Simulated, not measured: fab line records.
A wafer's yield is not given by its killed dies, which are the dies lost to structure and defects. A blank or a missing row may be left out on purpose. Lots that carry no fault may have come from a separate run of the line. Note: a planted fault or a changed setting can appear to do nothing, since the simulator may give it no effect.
The tool behind it: which one?    flow n5-finfet    26 wafers from 9 lots sampled at 7 of the route's 1938 steps

== WHAT EACH GAUGE READ, for each wafer ==
N5_BEOL_M3_INSPECT_59: inspects for defects (darkfield).
lot   measured      on                 raw-defect-count
L403  day 7 11:26   defect-inspect-02  67 96 92
L404  day 7 15:49   defect-inspect-02  102 75
L405  day 7 22:05   defect-inspect-02  393 366 337
L408  day 9 00:58   defect-inspect-01  375 379 393
L415  day 10 10:18  defect-inspect-02  71 88 72
L417  day 10 20:10  defect-inspect-01  42 64 47
L419  day 11 15:32  defect-inspect-01  63 69 92
L420  day 11 18:04  defect-inspect-01  85 61 44
L425  day 13 03:22  defect-inspect-01  73 90 63

N5_BEOL_M4_INSPECT_13: inspects for defects (brightfield).
lot   measured      on                 raw-defect-count
L403  day 7 13:55   defect-inspect-01  391 415 430
L404  day 7 16:46   defect-inspect-02  439 453
L405  day 7 22:57   defect-inspect-01  852 657 822
L408  day 9 02:29   defect-inspect-02  862 696 716
L415  day 10 12:44  defect-inspect-01  398 516 464
L417  day 10 21:34  defect-inspect-01  529 429 452
L419  day 11 16:44  defect-inspect-02  514 439 389
L420  day 11 20:05  defect-inspect-01  437 572 524
L425  day 13 05:21  defect-inspect-01  432 454 333

N5_BEOL_M4_INSPECT_30: inspects for defects (brightfield).
lot   measured      on                 raw-defect-count
L403  day 7 14:48   defect-inspect-01  387 403 409
L404  day 7 17:44   defect-inspect-01  414 434
L405  day 7 23:50   defect-inspect-02  917 648 816
L408  day 9 03:40   defect-inspect-01  846 650 686
L415  day 10 13:38  defect-inspect-02  444 544 506
L417  day 10 22:40  defect-inspect-01  539 421 491
L419  day 11 18:13  defect-inspect-02  528 453 400
L420  day 11 21:07  defect-inspect-02  484 634 551
L425  day 13 06:15  defect-inspect-02  416 481 380

N5_BEOL_M4_RC_MEAS_101.
lot   measured      on         DIBL_N (mV/V)   DIBL_P (mV/V)   IOFF_N (nA/um)     IOFF_P (nA/um)  ION_N (uA/um)  ION_P (uA/um)  SS_N (mV/dec)   SS_P (mV/dec)   VT_N (mV)    VT_P (mV)
L403  day 7 20:04   prober-02  37.4 35.6 36.4  36.9 34.9 33.6  0.164 0.128 0.141  0.21 0.19 0.17  676 659 662    456 454 449    72.0 71.5 71.6  73.4 73.0 72.7  247 251 254  -252 -253 -255
L404  day 8 01:37   prober-01  37.5 36.0       36.4 34.5       0.174 0.149        0.24 0.21       666 667        460 460        71.8 71.1       74.0 72.7       251 251      -248 -250
L405  day 8 07:10   prober-01  34.1 36.9 33.7  34.5 37.5 33.5  0.128 0.173 0.118  0.17 0.22 0.15  666 693 665    456 473 452    72.0 71.0 71.2  72.5 73.4 72.2  252 248 255  -252 -248 -255
L408  day 9 12:39   prober-02  38.0 36.7 37.5  36.8 35.3 37.1  0.166 0.154 0.152  0.23 0.22 0.23  681 677 670    471 465 465    71.6 70.8 72.2  73.6 73.0 73.3  250 250 252  -248 -249 -247
L415  day 10 22:04  prober-02  35.3 35.9 36.4  34.1 35.1 35.6  0.138 0.154 0.165  0.19 0.20 0.21  681 678 694    470 472 474    70.5 70.8 72.1  73.3 72.9 73.4  251 250 247  -252 -251 -250
L417  day 11 04:11  prober-02  34.7 35.0 34.6  34.2 33.5 34.1  0.134 0.135 0.135  0.21 0.19 0.20  668 665 664    469 457 463    71.9 71.2 70.7  72.6 72.5 72.9  251 252 251  -248 -252 -251
L419  day 12 03:53  prober-02  34.5 35.9 35.9  34.8 37.2 36.8  0.138 0.166 0.171  0.19 0.25 0.23  657 673 682    455 467 470    71.2 71.7 71.7  72.6 73.0 73.5  252 249 246  -250 -246 -249
L420  day 12 04:14  prober-01  37.1 35.7 34.8  38.1 36.5 35.1  0.203 0.154 0.144  0.22 0.20 0.18  685 661 670    463 463 455    71.5 71.4 70.7  73.6 73.8 72.9  245 248 250  -248 -248 -253
L425  day 13 15:26  prober-02  34.6 35.0 37.1  33.6 35.3 37.7  0.128 0.139 0.180  0.19 0.21 0.25  664 657 682    462 458 465    70.7 71.5 71.9  72.0 72.9 74.1  253 253 247  -247 -251 -247

== TOOL THAT RAN EACH LOT (tool first, then ch and the chambers of the sampled wafers, then the start) ==
lot   N5_BEOL_M3_SPUTTER_92         N5_BEOL_M3_ANNEAL_95          N5_BEOL_M3_CMP_52
L403  pvd-sputter-02, day 7 09:38   pvd-sputter-02, day 7 09:56   cmp-03 ch 1,2,3, day 7 10:50
L404  pvd-sputter-02, day 7 14:13   pvd-sputter-02, day 7 14:31   cmp-03 ch 2,3, day 7 15:13
L405  pvd-sputter-02, day 7 20:34   pvd-sputter-02, day 7 20:52   cmp-03 ch 0,2,3, day 7 21:32
L408  pvd-sputter-02, day 8 22:40   pvd-sputter-02, day 8 23:16   cmp-03 ch 0,1,2, day 9 00:07
L415  pvd-sputter-02, day 10 08:27  pvd-sputter-02, day 10 08:45  cmp-02 ch 0,1,2, day 10 09:43
L417  pvd-sputter-01, day 10 18:39  pvd-sputter-01, day 10 18:57  cmp-01 ch 0,1,2, day 10 19:39
L419  pvd-sputter-01, day 11 14:01  pvd-sputter-01, day 11 14:19  cmp-03 ch 0,1,3, day 11 14:57
L420  pvd-sputter-02, day 11 16:32  pvd-sputter-02, day 11 16:50  cmp-02 ch 1,2, day 11 17:31
L425  pvd-sputter-03, day 13 01:47  pvd-sputter-03, day 13 02:05  cmp-02 ch 1,2, day 13 02:47
- N5_BEOL_M3_SPUTTER_92: material Cu, target thk 4.5 nm, time 8.29 s.
- N5_BEOL_M3_ANNEAL_95: time 240 s.
- N5_BEOL_M3_CMP_52: polishes, stops on SiOC, t overpolish 6.8 s, target thk 40 nm.

== AS READ BY THE TOOLS THEMSELVES (means over the sampled wafers that have a number; for cases with no such wafer, the mark the record gives instead) ==
N5_BEOL_M3_SPUTTER_92.
lot   tool            substrate-temp-c (C)  throttle-valve-pct (%)
L403  pvd-sputter-02  -20.02                30.1
L404  pvd-sputter-02  -20.09                30.0
L405  pvd-sputter-02  -20.07                30.4
L408  pvd-sputter-02  -20.09                30.5
L415  pvd-sputter-02  -19.97                30.4
L417  pvd-sputter-01  -19.99                30.1
L419  pvd-sputter-01  -19.98                29.9
L420  pvd-sputter-02  -19.96                30.6
L425  pvd-sputter-03  -19.93                29.6

N5_BEOL_M3_ANNEAL_95.
lot   tool            heater-power-w (W)
L403  pvd-sputter-02  828
L404  pvd-sputter-02  758
L405  pvd-sputter-02  892
L408  pvd-sputter-02  798
L415  pvd-sputter-02  765
L417  pvd-sputter-01  899
L419  pvd-sputter-01  839
L420  pvd-sputter-02  825
L425  pvd-sputter-03  922

N5_BEOL_M3_CMP_52.
lot   tool    barrier-field-endpoint-s (s)  clearing-platen-down-force-psi (psi)  clearing-platen-rpm (rpm)  motor-current-A (A)  overpolish-run-s (s)  platen-rpm (rpm)  time-to-endpoint-s (s)
L403  cmp-03  24.4                          1.4987                                50.004                     6.5                  6.798                 50.01             64
L404  cmp-03  25.1                          1.5026                                50.014                     6.5                  6.800                 50.00             64
L405  cmp-03  24.6                          1.4984                                50.001                     6.6                  6.789                 50.01             62
L408  cmp-03  24.7                          1.4992                                50.003                     6.4                  6.806                 50.02             65
L415  cmp-02  23.6                          1.5027                                49.994                     5.9                  6.803                 50.01             57
L417  cmp-01  24.3                          1.5014                                50.015                     5.7                  6.798                 50.00             62
L419  cmp-03  24.3                          1.5024                                49.987                     6.3                  6.800                 50.02             59
L420  cmp-02  24.2                          1.4964                                50.000                     6.4                  6.793                 50.02             55
L425  cmp-02  23.6                          1.5002                                50.006                     6.4                  6.798                 50.02             56

== THE ANSWER, worked out from the rows above alone ==
Rule: usual is defined by the lots themselves. The widest of any qualifying gaps counts: lots, ordered by their means at a reading, are off when they make up no more than a third of the lots, leave a main group of 4 or more, and stand apart from it by 3 or more times the standard deviation of that group's means. The tables above print the reading to a certain number of digits; a main group whose means all agree to those digits is not used. A lot without any number at a reading at which 4 lots or more have one is off too. Any other lot the step has rows for is counted as sound. First the gauges in route order, then the tools' own readings, where a lot's mean is used as printed above. At the first step where some lot is off, the reading lying furthest off is the one used; lots without a number count as furthest.
Off: L405, L408 (N5_BEOL_M3_INSPECT_59, raw-defect-count). Main group: mean 74, sd 12.
A tool fits if, at a process step before that reading, it ran every lot that is off, and no sound lot after the first of them. Gauges at N5_BEOL_M3_INSPECT_59: tried the same way as those tools. No candidate that was tried fits.

== WHAT WAS PUT IN BY THE SIMULATOR ==
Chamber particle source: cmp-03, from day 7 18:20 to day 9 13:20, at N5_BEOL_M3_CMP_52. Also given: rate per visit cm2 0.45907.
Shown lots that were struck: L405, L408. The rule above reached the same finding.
